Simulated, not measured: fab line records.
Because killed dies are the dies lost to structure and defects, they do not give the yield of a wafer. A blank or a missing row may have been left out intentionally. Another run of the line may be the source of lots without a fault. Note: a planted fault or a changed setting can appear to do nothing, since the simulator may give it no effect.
fab line records + flow n5-finfet
[record]
- lots = 4
- wafers = 12
- last-day = 20
route steps=1938 shown SD_EPI_P@298 BEOL_M4@1111 PASSIVATION@1936
lots that met no fault: from a run of the same line without faults
start-h: hours from the record's first day to the start of the lot's first wafer shown + wait-h: hours elapsed since this lot's preceding step + " the same as in the row above + L1.1+2: a single row standing in for several wafers + - value missing, or start not given + * or withheld: withheld + < > ~ a bound
route shown NAME@n: a module of which the file shows steps, and the number in the route of the first + usual: mean/standard deviation taken from wafers without a fault + same: alike in all rows + chamber/n: place in a boat + sites: the reading at each site + _std_site: standard deviation of those values + _edge_site: outer sites' mean less inner sites' + radius-mm: for every site, how far away it sits from the centre of the wafer + mask NAME#n: copy n + behind: the tool/chamber that last shaped the wafer + hold: cause of the lot's hold/its duration in hours/its outcome + device: names the non-switching transistor (n, p or np) + end of line: the tests these same wafers got at the end of their route + for a step that has no rows: nothing shown but its recipe + killed: the dies lost at the first sort to structure and to defects; this is not the yield of the wafer + map: dies across one wafer; x = killed, . = not, _ = none there
set.NAME: the setting that was run; set.NAME@STEP: the one run at that earlier step + model.NAME: the simulator's own value behind a step, which no gauge read
a table for each step, a row for each wafer; lots at some steps of the route
services: when a tool's chamber went out of use (start-h, in hours from the record's first day, below 0 if earlier), for how many hours, and the reason
[[steps]]
[step N5_SD_EPI_P_EBR_05]
[recipe]
- solvent = PGMEA
- ebr-width-mm = 1.5
[step N5_SD_EPI_P_SOFTBAKE_04]
[recipe]
- temp-c = 110
- time-s = 60
- resist = CAR-ArF-block
[step N5_SD_EPI_P_EXPOSE_06]
[recipe]
- mask-id = SD_P_BLK
- na = 1.35
- source-shape = conventional
- sigma-outer = 0.8
- polarization = unpolarized
- target-cd-nm = 240
- dose-mj = 39.5
[step N5_SD_EPI_P_PEB_07]
[recipe]
- peb-temp-c = 110
- peb-time-s = 60
- resist = CAR-ArF-block
[step N5_SD_EPI_P_DEVELOP_08]
[recipe]
- develop-time-s = 30
- developer = TMAH
- resist = CAR-ArF-block
- dev-temp-c = 23
- rinse-liquid = diw
- dry = air-spin
[step N5_SD_EPI_P_DESCUM_14]
[recipe]
- chemistry = O2
- time-s = 7.9
- source-power-w = 50
- bias-power-w = 20
- pressure-mtorr = 20
- rf-frequency-hz = 2.712e+07
- temp-c = 40
- resist = CAR-ArF-block
- o2-flow-sccm = 225
[step N5_SD_EPI_P_ETCH_36]
[recipe]
- chemistry = CF4
- target = SiARC
- target-depth-a = 455
- mask-material = CAR-ArF-block
- time-s = 75.8
- ion-energy-ev = 80
- pressure-mtorr = 40
- source-w = 545
- bias-w = 36
- Ar_flow_sccm = 100
- cf4-flow-sccm = 100
- ends = cleared
[step N5_SD_EPI_P_ETCH_37]
[recipe]
- chemistry = N2/H2
- target = SOC
- overetch-a = 1080
- mask-material = SiARC
- temp-c = 40
- ion-energy-ev = 100
- source-w = 3000
- bias-w = 133
- pressure-mtorr = 20
- time-s = 486
- n2-flow-sccm = 200
- h2-flow-sccm = 200
- ends = end-point
[step N5_SD_EPI_P_STRIP_38]
[recipe]
- chemistry = N2/H2
- temp-c = 40
- n2-flow-sccm = 200
- h2-flow-sccm = 200
- rf-frequency-hz = 6e+07
[step N5_SD_EPI_P_ETCHBACK_46]
[recipe]
- chemistry = CH3F/O2
- mode = anisotropic-etchback
- target = SiNx
- target-depth-a = 175
- stop-on = SiO2
- over-etch-frac = 0.3
- ion-energy-ev = 120
- pressure-mtorr = 30
- source-w = 395
- bias-w = 73
- Ar_flow_sccm = 150
- CH3F_flow_sccm = 30
- O2_flow_sccm = 20
[usual]
- CH3F_flow_sccm = 29.99/0.087
- O2_flow_sccm = 20.01/0.053
- bias-w = 73.00/0.22
- drypump-motor-current-A = 5.7/0.44
- oes-product-au = 0.69/0.083
- rf-vpp-V = 295.8/2.2
- showerhead-plenum-p-Torr = 1.99/0.07
- throttle-valve-pct = 16.39/0.22
| lot.wafer | tool        | chamber | start-h | wait-h | CH3F_flow_sccm | O2_flow_sccm | bias-w | drypump-motor-current-A | oes-product-au | rf-hours-counter-h | rf-vpp-V | showerhead-plenum-p-Torr | throttle-valve-pct | model.SiARC_of_SD_EPI_P_COAT_35.thk-nm |
|-----------|-------------|---------|---------|--------|----------------|--------------|--------|-------------------------|----------------|--------------------|----------|--------------------------|--------------------|----------------------------------------|
| L467.2    | rie-diel-06 | 2       | 92.02   | 0.0    | 30.12          | 20.04        | 72.64  | 6.4                     | 0.66           | 144                | 293.3    | 1.92                     | 16.19              | 15                                     |
| L467.4    | "           | 0       | "       | "      | 30.07          | 20.09        | 72.81  | 5.2                     | 0.58           | 244                | 291.7    | 1.98                     | 16.54              | 15.2                                   |
| L467.6    | "           | 3       | "       | "      | 30.01          | 19.96        | 73.01  | 5.4                     | 0.61           | -                  | 294.9    | 2.00                     | 16.63              | 15.2                                   |
| L474.2    | rie-diel-02 | 1       | 131.63  | 0.0    | 30.07          | 20.03        | 72.43  | 6.3                     | 0.79           | 10                 | 296.0    | 2.05                     | 16.06              | 15.2                                   |
| L474.3    | "           | 2       | "       | "      | 29.95          | 20.04        | 72.84  | 6.0                     | 0.64           | 149                | 297.8    | 2.09                     | 16.43              | 15                                     |
| L474.5    | "           | 3       | "       | "      | 30.13          | 19.90        | 72.95  | 5.8                     | 0.69           | -                  | 293.8    | 1.94                     | 16.64              | 15                                     |
| L483.1    | rie-diel-02 | 0       | 189.93  | 0.0    | -              | -            | -      | -                       | -              | -                  | -        | -                        | -                  | 19.6                                   |
| L483.4    | "           | 2       | "       | "      | -              | -            | -      | -                       | -              | -                  | -        | -                        | -                  | 19.8                                   |
| L483.5    | "           | 2       | "       | "      | -              | -            | -      | -                       | -              | -                  | -        | -                        | -                  | 19.8                                   |
| L484.3    | rie-diel-02 | 3       | 191.29  | 0.0    | -              | -            | -      | -                       | -              | -                  | -        | -                        | -                  | 19.6                                   |
| L484.4    | "           | 1       | "       | "      | -              | -            | -      | -                       | -              | -                  | -        | -                        | -                  | 19.8                                   |
| L484.6    | "           | 3       | "       | "      | -              | -            | -      | -                       | -              | -                  | -        | -                        | -                  | 19.4                                   |
[step N5_SD_EPI_P_ETCH_47]
[recipe]
- chemistry = CH3F/O2
- target = SiOCN
- target-depth-a = 250
- mask-material = SOC
- ion-energy-ev = 60
- bias-w = 29
- pressure-mtorr = 30
- source-w = 410
- Ar_flow_sccm = 150
- CH3F_flow_sccm = 30
- O2_flow_sccm = 20
[step N5_SD_EPI_P_ETCH_16]
[recipe]
- chemistry = CHF3/O2
- target = SiO2
- target-depth-a = 50
- mask-material = SOC
- pressure-mtorr = 30
- source-w = 650
- bias-w = 170
- Ar_flow_sccm = 200
- CHF3_flow_sccm = 50
- O2_flow_sccm = 5
- ion-energy-ev = 200
[usual]
- bias-w = 170.0/0.51
- drypump-motor-current-A = 5.7/0.43
- oes-product-au = 0.80/0.1
- rf-vpp-V = 522/3.8
- showerhead-plenum-p-Torr = 2.40/0.082
- throttle-valve-pct = 18.95/0.21
| lot.wafer | tool        | chamber | start-h | wait-h | bias-w | drypump-motor-current-A | oes-product-au | rf-hours-counter-h | rf-vpp-V | showerhead-plenum-p-Torr | throttle-valve-pct | model.SiARC_of_SD_EPI_P_COAT_35.thk-nm |
|-----------|-------------|---------|---------|--------|--------|-------------------------|----------------|--------------------|----------|--------------------------|--------------------|----------------------------------------|
| L467.2    | rie-diel-06 | 2       | 92.22   | 0.1    | 171.1  | 6.5                     | 0.77           | 144                | 517      | 2.32                     | 18.70              | 11.4                                   |
| L467.4    | "           | 0       | "       | "      | 170.6  | 5.2                     | 0.68           | 244                | 519      | 2.38                     | 19.04              | 11.8                                   |
| L467.6    | "           | 3       | "       | "      | 170.8  | 5.4                     | 0.71           | -                  | 522      | 2.41                     | 19.18              | 11.6                                   |
| L474.2    | rie-diel-02 | 1       | 131.83  | 0.1    | 169.9  | 6.3                     | 0.93           | 10                 | 522      | 2.47                     | 18.66              | 11.6                                   |
| L474.3    | "           | 2       | "       | "      | 170.3  | 6.0                     | 0.75           | 150                | 526      | 2.51                     | 18.99              | 11.4                                   |
| L474.5    | "           | 3       | "       | "      | 170.5  | 5.8                     | 0.81           | -                  | 518      | 2.34                     | 19.21              | 11.4                                   |
| L483.1    | rie-diel-02 | 0       | 190.13  | 0.1    | 169.5  | 5.6                     | 0.92           | 20                 | 518      | 2.37                     | 18.79              | 16                                     |
| L483.4    | "           | 2       | "       | "      | 169.0  | 6.0                     | 0.74           | 166                | 525      | 2.51                     | 19.00              | 16.2                                   |
| L483.5    | "           | 2       | "       | "      | 170.0  | 6.0                     | 0.74           | -                  | 526      | 2.51                     | 19.00              | 16.2                                   |
| L484.3    | rie-diel-02 | 3       | 191.49  | 0.1    | 169.3  | 5.8                     | 0.79           | 92                 | 517      | 2.34                     | 19.23              | 16                                     |
| L484.4    | "           | 1       | "       | "      | 169.2  | 6.2                     | 0.89           | 27                 | 522      | 2.46                     | 18.68              | 16.2                                   |
| L484.6    | "           | 3       | "       | "      | 169.5  | 5.8                     | 0.79           | -                  | 516      | 2.34                     | 19.23              | 15.8                                   |
[step N5_SD_EPI_P_STRIP_50]
[recipe]
- chemistry = CHF3/O2
- resist = SiARC
- rf-frequency-hz = 6e+07
[step N5_SD_EPI_P_SD_RECESS_17]
[recipe]
- chemistry = HBr/Cl2/O2
- target-depth-a = 391
- bt-time-s = 3
- pressure-mtorr = 10
- icp-w = 800
- bias-w = 112
- HBr_flow_sccm = 150
- Cl2_flow_sccm = 80
- O2_flow_sccm = 12
[step N5_SD_EPI_P_WET_ETCH_45]
[recipe]
- chemistry = dHF
- dilution = withheld
- time-s = 10.7
- target = SiO2
- target-depth-a = 20
- temp-c = 25
- dry = ipa-marangoni
- rinse-time-s = 30
- rinse-temp-c = 23
[step N5_SD_EPI_P_STRIP_40]
[recipe]
- chemistry = N2/H2
- power-w = 1000
- temp-c = 250
- h2-frac = 0.65
- overash-fraction = 0.3
- pressure-mtorr = withheld
- n2-flow-sccm = 1750
- h2-flow-sccm = 3250
[step N5_SD_EPI_P_PRECLEAN_52]
[recipe]
- chemistry = O3/DIW
- time-s = 60
- temp-c = 22
- o3-ppm = 10
[step N5_SD_EPI_P_SRD_20]
[recipe]
- dry = ipa-marangoni
- do-ppb = 5
- time-s = 30
- temp-c = 23
- rinse-liquid = diw
[step N5_SD_EPI_P_PRECLEAN_51]
[recipe]
- chemistry = NF3:NH3
- afs-cycles = 1
- temp-c = 30
- time-s = 20
- sublimation-temp-c = 180
- sublimation-time-s = 60
- pressure-torr = 3
- rf-power-w = 30
[step N5_SD_EPI_P_VAPOR_ETCH_44]
[recipe]
- chemistry = NF3/Ar
- target = SiGe30
- temp-c = 25
- time-s = 3.3
- mode = isotropic
[step N5_SD_EPI_P_EPI_21]
[recipe]
- material = SiGe:B
- dopant = B
- temp-c = 550
- pressure-torr = 20
- ambient = H2
- time-s = 355
| lot.wafer | tool         | chamber | start-h | wait-h | model.SiGe-B_of_SD_EPI_P_EPI_21.thk-nm |
|-----------|--------------|---------|---------|--------|----------------------------------------|
| L467.2    | epi-rpcvd-04 | 0       | 93.55   | 0.6    | 61.2                                   |
| L467.4    | "            | 0       | "       | "      | 62.2                                   |
| L467.6    | "            | 0       | "       | "      | 61.4                                   |
| L474.2    | epi-rpcvd-01 | 0       | 133.23  | 0.6    | 61.6                                   |
| L474.3    | "            | 0       | "       | "      | 61.2                                   |
| L474.5    | "            | 0       | "       | "      | 60.8                                   |
| L483.1    | epi-rpcvd-01 | 0       | 199.46  | 0.1    | 1.4                                    |
| L483.4    | "            | 0       | 200.54  | 1.1    | 1.8                                    |
| L483.5    | "            | 0       | "       | "      | 1                                      |
| L484.3+4  | epi-rpcvd-02 | 0       | 200.60  | 1.1    | 1.2                                    |
| L484.6    | "            | 0       | 202.04  | 2.4    | 1.8                                    |
[step N5_SD_EPI_P_EPI_MEAS_23]
[recipe]
- mode = xrd
[usual]
- thk-nm = 61.0/1.3
| lot.wafer | tool          | chamber | start-h | wait-h | thk-nm |
|-----------|---------------|---------|---------|--------|--------|
| L467.2    | film-metro-02 | -       | 95.99   | 2.0    | 60.4   |
| L467.4    | "             | -       | "       | "      | 63.6   |
| L467.6    | "             | -       | "       | "      | 61.6   |
| L474.2    | film-metro-01 | -       | 135.66  | 2.0    | 62.3   |
| L474.3    | "             | -       | "       | "      | 60.9   |
| L474.5    | "             | -       | "       | "      | 58.7   |
| L483.1    | film-metro-01 | -       | 201.66  | 1.8    | 1.5    |
| L483.4    | "             | -       | "       | "      | 1.3    |
| L483.5    | "             | -       | "       | "      | 0.5    |
| L484.3    | film-metro-01 | -       | 202.56  | 1.5    | 1.3    |
| L484.4    | "             | -       | "       | "      | 1.8    |
| L484.6    | "             | -       | "       | "      | 3.5    |
[step N5_SD_EPI_P_HM_STRIP_48]
[recipe]
- chemistry = H3PO4
- temp-c = 160
- material = SiNx
- target = SiNx
- target-depth-a = 30
- overetch-fraction = 0.3
[step N5_SD_EPI_P_SRD_49]
[recipe]
- dry = ipa-marangoni
- time-s = 30
- temp-c = 23
- rinse-liquid = diw
[step N5_SD_EPI_P_PRECLEAN_24]
[recipe]
- chemistry = O3/DIW
- time-s = 45
- temp-c = 22
- o3-ppm = 10
| lot.wafer | tool         | chamber | start-h | wait-h | model.SiGe-B_of_SD_EPI_P_EPI_21.thk-nm |
|-----------|--------------|---------|---------|--------|----------------------------------------|
| L467.2+6  | wet-bench-02 | 0,5     | 96.09   | 0.0    | 60.8                                   |
| L467.4    | "            | 2       | "       | "      | 61.8                                   |
| L474.2    | wet-bench-02 | 6       | 135.77  | 0.0    | 61.2                                   |
| L474.3    | "            | 3       | "       | "      | 60.8                                   |
| L474.5    | "            | 1       | "       | "      | 60.4                                   |
| L483.1    | wet-bench-02 | 0       | 201.76  | 0.0    | 1.4                                    |
| L483.4    | "            | 3       | "       | "      | 1.8                                    |
| L483.5    | "            | 2       | "       | "      | 1                                      |
| L484.3+4  | wet-bench-01 | 2,5     | 202.67  | 0.0    | 1.2                                    |
| L484.6    | "            | 7       | "       | "      | 1.8                                    |
[step N5_SD_EPI_P_PRECLEAN_32]
[recipe]
- chemistry = dHF
- time-s = 10
- dilution = 500:1
- temp-c = 25
[step N5_BEOL_M4_RC_MEAS_101]
[usual]
- DIBL_N = 36.6/1.3
- DIBL_P = 36.4/1.4
- IOFF_N = 0.167/0.023
- IOFF_P = 0.219/0.029
- ION_N = 678/8.7
- ION_P = 464/6.4
- SS_N = 71.5/0.53
- SS_P = 73.4/0.57
- VT_N = 248.5/2.8
- VT_P = -249/3.1
| lot.wafer | tool      | chamber | start-h | wait-h | DIBL_N[mV/V] | DIBL_P[mV/V] | IOFF_N[nA/um] | IOFF_P[nA/um] | ION_N[uA/um] | ION_P[uA/um] | SS_N[mV/dec] | SS_P[mV/dec] | VT_N[mV] | VT_P[mV] |
|-----------|-----------|---------|---------|--------|--------------|--------------|---------------|---------------|--------------|--------------|--------------|--------------|----------|----------|
| L467.2    | prober-02 | 0       | 226.67  | 0.2    | 38.3         | 38.0         | 0.181         | 0.236         | 682          | 475          | 71.9         | 73.5         | 247.6    | -247     |
| L467.4    | "         | 0       | "       | "      | 39.1         | 39.0         | 0.211         | 0.270         | 704          | 481          | 71.8         | 73.0         | 243.3    | -246     |
| L467.6    | "         | 0       | "       | "      | 38.8         | 38.6         | 0.201         | 0.251         | 690          | 470          | 71.6         | 73.9         | 244.8    | -250     |
| L474.2    | prober-01 | 0       | 305.21  | 0.2    | 35.7         | 36.6         | 0.159         | 0.191         | 667          | 450          | 71.9         | 73.6         | 249.2    | -252     |
| L474.3    | "         | 0       | "       | "      | 36.3         | 38.4         | 0.188         | 0.209         | 673          | 454          | 72.4         | 74.0         | 247.2    | -252     |
| L474.5    | "         | 0       | "       | "      | 36.1         | 37.4         | 0.176         | 0.202         | 665          | 452          | 72.1         | 73.8         | 249.8    | -252     |
[step N5_PASSIVATION_PROBE_49]
[usual]
- defect-limited-yield = 91.6/1.6
- killed_at_M0_to_M3 = 32/9.7
- killed_at_M4_up = 13/4.4
- killed-at-contacts = 12/6.5
- killed-at-front-end = 38/12
- killed-at-other = 3.7/3
- killed-dies = 99/18
- killed-on-rim = 13/3.9
- killed-open = 66/14
- killed-short = 32/7.5
- sort_bin_5_function = 4.9/1
- sort_bin_6_memory = 3.2/0.73
- sort-n-pass = 1081/18
- sort-yield-pct = 91.6/1.6
[same]
- gross-dies = 1180
- killed-at-back-side = 0
- sort_bin_4_leakage[%] = 0
- sort_bin_8_speed[%] = 0
| lot.wafer | tool      | chamber | start-h | wait-h | defect-limited-yield[%] | killed_at_M0_to_M3 | killed_at_M4_up | killed-at-contacts | killed-at-front-end | killed-at-other | killed-dies | killed-on-rim | killed-open | killed-short | sort_bin_5_function[%] | sort_bin_6_memory[%] | sort-n-pass | sort-yield-pct[%] |
|-----------|-----------|---------|---------|--------|-------------------------|--------------------|-----------------|--------------------|---------------------|-----------------|-------------|---------------|-------------|--------------|------------------------|----------------------|-------------|-------------------|
| L484.3    | prober-02 | -       | 454.19  | 0.1    | 0                       | 27                 | 14              | 8                  | 1126                | 5               | 1180        | 152           | 89          | 30           | 96.2                   | 3.5                  | 0           | 0                 |
| L484.4    | prober-02 | -       | 454.24  | 0.2    | 0                       | 21                 | 18              | 13                 | 1125                | 3               | 1180        | 152           | 94          | 33           | 95.3                   | 4.4                  | 0           | 0                 |
| L484.6    | prober-02 | -       | 454.34  | 0.3    | 0                       | 56                 | 11              | 8                  | 1100                | 5               | 1180        | 152           | 84          | 51           | 95.3                   | 4.5                  | 0           | 0                 |
| L483.1    | prober-01 | -       | 471.96  | 0.0    | 0                       | 39                 | 11              | 5                  | 1121                | 4               | 1180        | 152           | 61          | 34           | 96.2                   | 3.4                  | 0           | 0                 |
| L483.4    | prober-01 | -       | 472.11  | 0.2    | 0                       | 20                 | 11              | 2                  | 1131                | 16              | 1180        | 152           | 51          | 31           | 97.7                   | 2.2                  | 0           | 0                 |
| L483.5    | prober-01 | -       | 472.16  | 0.2    | 0                       | 37                 | 13              | 5                  | 1119                | 6               | 1180        | 152           | 55          | 35           | 97.3                   | 2.5                  | 0           | 0                 |
// killed by level:class
L484.3 SD_EPI_P:area-etchback=1061 STI_FIN_REVEAL:geometric-particle:open=25 FIN_SAQP:geometric-particle:open=11 MOL_CONTACT_COAG:geometric-particle:open=8 BEOL_M0_SAQP:geometric-particle:short=8 BEOL_M3:geometric-particle:open=6 DUMMY_GATE:geometric-particle:open=6 BEOL_M4:geometric-particle:open=6
L484.4 SD_EPI_P:area-etchback=1053 STI_FIN_REVEAL:geometric-particle:open=32 MOL_CONTACT_COAG:geometric-particle:open=13 BEOL_M4:geometric-particle:open=11 STI_FIN_REVEAL:geometric-particle:short=8 DUMMY_GATE:geometric-particle:open=7 FIN_SAQP:geometric-particle:open=5 GATE_CUT:geometric-particle:short=5
L484.6 SD_EPI_P:area-etchback=1044 BEOL_M0_SAQP:geometric-particle:short=18 BEOL_M0_SAQP:geometric-particle:open=15 STI_FIN_REVEAL:geometric-particle:open=9 BEOL_M2:geometric-particle:open=8 BEOL_M3:geometric-particle:open=8 FIN_SAQP:geometric-particle:open=7 FIN_SAQP:geometric-particle:short=7
L483.1 SD_EPI_P:area-etchback=1084 BEOL_M3:geometric-particle:open=11 FIN_SAQP:geometric-particle:short=10 STI_FIN_REVEAL:geometric-particle:open=7 BEOL_M0_SAQP:geometric-particle:short=6 BEOL_M2:geometric-particle:open=6 FIN_SAQP:geometric-particle:open=4 BEOL_M1:geometric-particle:open=4
L483.4 SD_EPI_P:area-etchback=1092 FIN_SAQP:geometric-particle:open=8 BEOL_M3:geometric-particle:open=7 STI_FIN_REVEAL:geometric-particle:open=5 DUMMY_GATE:geometric-particle:open=5 PASS1_CAP:geometric-particle:open=5 FIN_SAQP:geometric-particle:short=4 BEOL_M1:geometric-particle:open=4
L483.5 SD_EPI_P:area-etchback=1088 BEOL_M2:geometric-particle:open=12 FIN_SAQP:geometric-particle:open=7 BEOL_M3:geometric-particle:open=7 STI_FIN_REVEAL:geometric-particle:open=7 BEOL_M4:geometric-particle:open=6 BEOL_M1:geometric-particle:short=5 FIN_SAQP:geometric-particle:short=4
// map L483.1 (x killed, . not)
_________________xxxxxxxxxxxx________________
______________xxxxxxxxxxxxxxxxxx_____________
___________xxxxxxxxxxxxxxxxxxxxxxxx__________
__________xxxxxxxxxxxxxxxxxxxxxxxxxx_________
________xxxxxxxxxxxxxxxxxxxxxxxxxxxxxx_______
_______xxxxxxxxxxxxxxxxxxxxxxxxxxxxxxxx______
______xxxxxxxxxxxxxxxxxxxxxxxxxxxxxxxxxx_____
_____xxxxxxxxxxxxxxxxxxxxxxxxxxxxxxxxxxxx____
____xxxxxxxxxxxxxxxxxxxxxxxxxxxxxxxxxxxxxx___
___xxxxxxxxxxxxxxxxxxxxxxxxxxxxxxxxxxxxxxxx__
___xxxxxxxxxxxxxxxxxxxxxxxxxxxxxxxxxxxxxxxx__
__xxxxxxxxxxxxxxxxxxxxxxxxxxxxxxxxxxxxxxxxxx_
__xxxxxxxxxxxxxxxxxxxxxxxxxxxxxxxxxxxxxxxxxx_
_xxxxxxxxxxxxxxxxxxxxxxxxxxxxxxxxxxxxxxxxxxxx
_xxxxxxxxxxxxxxxxxxxxxxxxxxxxxxxxxxxxxxxxxxxx
_xxxxxxxxxxxxxxxxxxxxxxxxxxxxxxxxxxxxxxxxxxxx
_xxxxxxxxxxxxxxxxxxxxxxxxxxxxxxxxxxxxxxxxxxxx
_xxxxxxxxxxxxxxxxxxxxxxxxxxxxxxxxxxxxxxxxxxxx
_xxxxxxxxxxxxxxxxxxxxxxxxxxxxxxxxxxxxxxxxxxxx
_xxxxxxxxxxxxxxxxxxxxxxxxxxxxxxxxxxxxxxxxxxxx
_xxxxxxxxxxxxxxxxxxxxxxxxxxxxxxxxxxxxxxxxxxxx
__xxxxxxxxxxxxxxxxxxxxxxxxxxxxxxxxxxxxxxxxxx_
__xxxxxxxxxxxxxxxxxxxxxxxxxxxxxxxxxxxxxxxxxx_
___xxxxxxxxxxxxxxxxxxxxxxxxxxxxxxxxxxxxxxxx__
___xxxxxxxxxxxxxxxxxxxxxxxxxxxxxxxxxxxxxxxx__
____xxxxxxxxxxxxxxxxxxxxxxxxxxxxxxxxxxxxxx___
_____xxxxxxxxxxxxxxxxxxxxxxxxxxxxxxxxxxxx____
______xxxxxxxxxxxxxxxxxxxxxxxxxxxxxxxxxx_____
_______xxxxxxxxxxxxxxxxxxxxxxxxxxxxxxxx______
________xxxxxxxxxxxxxxxxxxxxxxxxxxxxxx_______
__________xxxxxxxxxxxxxxxxxxxxxxxxxx_________
___________xxxxxxxxxxxxxxxxxxxxxxxx__________
______________xxxxxxxxxxxxxxxxxx_____________
_________________xxxxxxxxxxxx________________
// map L484.3 (x killed, . not)
_________________xxxxxxxxxxxx________________
______________xxxxxxxxxxxxxxxxxx_____________
___________xxxxxxxxxxxxxxxxxxxxxxxx__________
__________xxxxxxxxxxxxxxxxxxxxxxxxxx_________
________xxxxxxxxxxxxxxxxxxxxxxxxxxxxxx_______
_______xxxxxxxxxxxxxxxxxxxxxxxxxxxxxxxx______
______xxxxxxxxxxxxxxxxxxxxxxxxxxxxxxxxxx_____
_____xxxxxxxxxxxxxxxxxxxxxxxxxxxxxxxxxxxx____
____xxxxxxxxxxxxxxxxxxxxxxxxxxxxxxxxxxxxxx___
___xxxxxxxxxxxxxxxxxxxxxxxxxxxxxxxxxxxxxxxx__
___xxxxxxxxxxxxxxxxxxxxxxxxxxxxxxxxxxxxxxxx__
__xxxxxxxxxxxxxxxxxxxxxxxxxxxxxxxxxxxxxxxxxx_
__xxxxxxxxxxxxxxxxxxxxxxxxxxxxxxxxxxxxxxxxxx_
_xxxxxxxxxxxxxxxxxxxxxxxxxxxxxxxxxxxxxxxxxxxx
_xxxxxxxxxxxxxxxxxxxxxxxxxxxxxxxxxxxxxxxxxxxx
_xxxxxxxxxxxxxxxxxxxxxxxxxxxxxxxxxxxxxxxxxxxx
_xxxxxxxxxxxxxxxxxxxxxxxxxxxxxxxxxxxxxxxxxxxx
_xxxxxxxxxxxxxxxxxxxxxxxxxxxxxxxxxxxxxxxxxxxx
_xxxxxxxxxxxxxxxxxxxxxxxxxxxxxxxxxxxxxxxxxxxx
_xxxxxxxxxxxxxxxxxxxxxxxxxxxxxxxxxxxxxxxxxxxx
_xxxxxxxxxxxxxxxxxxxxxxxxxxxxxxxxxxxxxxxxxxxx
__xxxxxxxxxxxxxxxxxxxxxxxxxxxxxxxxxxxxxxxxxx_
__xxxxxxxxxxxxxxxxxxxxxxxxxxxxxxxxxxxxxxxxxx_
___xxxxxxxxxxxxxxxxxxxxxxxxxxxxxxxxxxxxxxxx__
___xxxxxxxxxxxxxxxxxxxxxxxxxxxxxxxxxxxxxxxx__
____xxxxxxxxxxxxxxxxxxxxxxxxxxxxxxxxxxxxxx___
_____xxxxxxxxxxxxxxxxxxxxxxxxxxxxxxxxxxxx____
______xxxxxxxxxxxxxxxxxxxxxxxxxxxxxxxxxx_____
_______xxxxxxxxxxxxxxxxxxxxxxxxxxxxxxxx______
________xxxxxxxxxxxxxxxxxxxxxxxxxxxxxx_______
__________xxxxxxxxxxxxxxxxxxxxxxxxxx_________
___________xxxxxxxxxxxxxxxxxxxxxxxx__________
______________xxxxxxxxxxxxxxxxxx_____________
_________________xxxxxxxxxxxx________________
[[services]]
| tool         | chamber | start-h | hours | kind                          |
|--------------|---------|---------|-------|-------------------------------|
| epi-rpcvd-02 | -       | 84.66   | 0.5   | pm                            |
| rie-diel-02  | 1       | 86.29   | -     | clean                         |
| rie-diel-02  | 1       | 86.29   | -     | consumable-replace:focus-ring |
| rie-diel-02  | 1       | 86.29   | 15.5  | scheduled-down                |
| rie-diel-02  | 1       | 86.29   | 15.5  | vent-cycle                    |
| rie-diel-02  | 0       | 102.04  | -     | clean                         |
| rie-diel-02  | 0       | 102.04  | -     | consumable-replace:focus-ring |
| rie-diel-02  | 0       | 102.04  | 16.1  | scheduled-down                |
| rie-diel-02  | 0       | 102.04  | 16.1  | vent-cycle                    |
| epi-rpcvd-01 | -       | 106.64  | 2.8   | pm                            |
| epi-rpcvd-04 | -       | 116.76  | 7.7   | repair                        |
| rie-diel-06  | 0       | 120.08  | -     | clean                         |
| rie-diel-06  | 0       | 120.08  | -     | consumable-replace:focus-ring |
| rie-diel-06  | 0       | 120.08  | 16.2  | scheduled-down                |
| rie-diel-06  | 0       | 120.08  | 16.2  | vent-cycle                    |
| rie-diel-06  | 2       | 125.76  | 11.1  | repair                        |
| rie-diel-06  | -       | 158.33  | 2.8   | pm                            |
| epi-rpcvd-01 | -       | 161.15  | 14.6  | pm                            |
| rie-diel-06  | 2       | 163.27  | 9.2   | repair                        |
| epi-rpcvd-04 | -       | 175.04  | 2.7   | repair                        |
[[key]]
[first-sign]
- step = N5_SD_EPI_P_ETCHBACK_46
- reading = tool-record
- direction = missing
[effect]
- step = N5_SD_EPI_P_EPI_MEAS_23
- reading = thk-nm
- direction = down
- sigmas = 46
- usual = *
- struck = *
[effect]
- step = N5_PASSIVATION_PROBE_49
- reading = killed-at-front-end
- direction = up
- sigmas = 90
- usual = 38
- struck = 1120
[model-effect]
- step = N5_SD_EPI_P_ETCHBACK_46
- value = SiARC_of_SD_EPI_P_COAT_35.thk-nm
- without = 15.1
- struck = 19.67
[model-effect]
- step = N5_SD_EPI_P_ETCH_16
- value = SiARC_of_SD_EPI_P_COAT_35.thk-nm
- without = 11.53
- struck = 16.07
[model-effect]
- step = N5_SD_EPI_P_EPI_21
- value = SiGe-B_of_SD_EPI_P_EPI_21.thk-nm
- without = 61.5
- struck = 1.4
[model-effect]
- step = N5_SD_EPI_P_PRECLEAN_24
- value = SiGe-B_of_SD_EPI_P_EPI_21.thk-nm
- without = 61.07
- struck = 1.4
[more-kills-born-at]
- N5_SD_EPI_P_ETCHBACK_46@rie-diel-02 = 6422
met-at N5_SD_EPI_P_ETCHBACK_46
struck-wafers L483.1,L483.4,L483.5,L484.3,L484.4,L484.6
later-rows-left-out L483.1,L483.4,L483.5,L484.3,L484.4,L484.6
onset-between 131.63 189.93
[fault]
- kind = skipped-step-whole
- tool = rie-diel-02
- chamber = -
- onset-h = 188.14
- steps = N5_SD_EPI_P_ETCHBACK_46
- scope = struck-lots-only
// later-rows-left-out: the simulator's readings of these wafers behind a module that went badly wrong aren't trusted and aren't shown, but for the sort
